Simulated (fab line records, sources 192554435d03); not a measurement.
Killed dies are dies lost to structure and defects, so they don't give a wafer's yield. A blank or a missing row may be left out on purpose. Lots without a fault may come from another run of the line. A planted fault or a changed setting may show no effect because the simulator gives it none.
Chamber matching | flow n5_finfet | N5_MOL_CONTACT_COAG_DESCUM_13 on rie_diel-06: 4 sister chambers
The step chemistry O2, time 7 s. 4 wafers are shown with their chamber, then 11 later ones without.

WAFERS WITH THEIR CHAMBER
wafer  | chamber | showerhead_plenum_p_Torr (Torr)
L083.5 | 1       | 1.97
L088.4 | 2       | 2.01
L088.6 | 3       | 2.22
L092.2 | 0       | 2.07

WAFERS WITHOUT THEIR CHAMBER
wafer  | showerhead_plenum_p_Torr (Torr)
L092.3 | 2.21
L092.5 | 2.07
L093.1 | 2.22
L093.4 | 2.21
L093.6 | 2.22
L096.3 | 2.07
L096.4 | 2.22
L096.5 | 2.07
L097.2 | 2.22
L097.3 | 2.21
L097.4 | 2.07

WHICH CHAMBER EACH WENT THROUGH
wafer  | from the rows above | in truth
L092.3 | 3                   | 3
L092.5 | 0                   | 0
L093.1 | 3                   | 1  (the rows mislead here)
L093.4 | 3                   | 3
L093.6 | 3                   | 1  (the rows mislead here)
L096.3 | 0                   | 0
L096.4 | 3                   | 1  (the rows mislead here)
L096.5 | 0                   | 0
L097.2 | 3                   | 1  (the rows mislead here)
L097.3 | 3                   | 3
L097.4 | 0                   | 0
Placed correctly: 7 of 11. Can't be placed from these rows: 0. Placed wrongly: 4.
How it was worked out, from the rows above alone: a wafer's distance from a chamber is the root of the sum, over the readings, of the square of ((its reading less the chamber's mean) divided by the reading's scatter). The wafer belongs to the nearest chamber; if the next one is less than 2 further off, it can't be placed. A chamber's mean is the mean of its shown wafers. The scatter: with one shown wafer a chamber, the root of the mean of the squares of how far each hidden wafer lies from its nearest shown one.
